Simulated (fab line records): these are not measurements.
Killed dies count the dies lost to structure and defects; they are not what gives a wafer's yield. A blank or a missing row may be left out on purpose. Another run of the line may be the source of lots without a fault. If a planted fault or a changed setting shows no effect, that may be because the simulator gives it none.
One fault seen from 2 desks / flow nand-harc / each desk holds nothing but its own numbers, with what lay behind them at the end

## THE DEFECT DESK
Per lot, the means of the sampled wafers with a number show what the inspections along the route counted. A lot is out of limits, marked OUT, if its mean lies more than 4 standard deviations from the usual mean; the brackets give that distance.
Columns: A = raw-defect-count at NHARC_P_GATE_INSPECT_68, usual 198
lot=L925; first seen here=day 5 14:11; A=177
lot=L928; first seen here=day 6 09:22; A=148
lot=L938; first seen here=day 9 02:37; A=293
lot=L939; first seen here=day 9 09:08; A=185
lot=L940; first seen here=day 9 09:23; A=532 (+4.6) OUT
Finding of this desk: L940 out of limits; the first was L940 at day 9 09:23, on raw-defect-count at NHARC_P_GATE_INSPECT_68. L925, L928, L938, L939 stayed within limits.

## THE METROLOGY DESK
What the gauges read for every lot (on any tool): the sampled wafers with a number, averaged. A lot is out of limits, marked OUT, if its mean lies more than 4 standard deviations from the usual mean; the brackets give that distance.
Columns: A = cd-nm at NHARC_P_GATE_CD_MEAS_33, usual 121 nm; B = cd-nm at NHARC_P_GATE_CD_MEAS_46, usual 719.5 nm; C = cd-nm at NHARC_P_GATE_CD_MEAS_59, usual 719.2 nm
lot=L925; first seen here=day 4 16:47; A=123; B=718.6; C=721.9
lot=L928; first seen here=day 5 15:47; A=117; B=720.0; C=723.4
lot=L938; first seen here=day 8 01:30; A=117; B=718.9; C=715.6
lot=L939; first seen here=day 8 14:49; A=119; B=720.5; C=719.9
lot=L940; first seen here=day 8 15:33; A=122; B=722.2; C=715.5
This desk found nothing out of limits on any of the 5 lots.

## PUT TOGETHER
The defect desk could have raised an alarm at day 9 09:23, on L940.
The metrology desk saw nothing out of limits.
The metrology desk holds a record of L940, inside its limits.
The lots listed all ran NHARC_P_GATE_PRECLEAN_99 on wet-bench-07.

## WHAT THE SIMULATOR HAD INSERTED
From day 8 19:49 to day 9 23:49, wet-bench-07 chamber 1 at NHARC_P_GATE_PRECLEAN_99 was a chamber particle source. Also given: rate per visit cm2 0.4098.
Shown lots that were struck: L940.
Hours from the fault's start to each desk's first reading out of limits: the defect desk, 14.
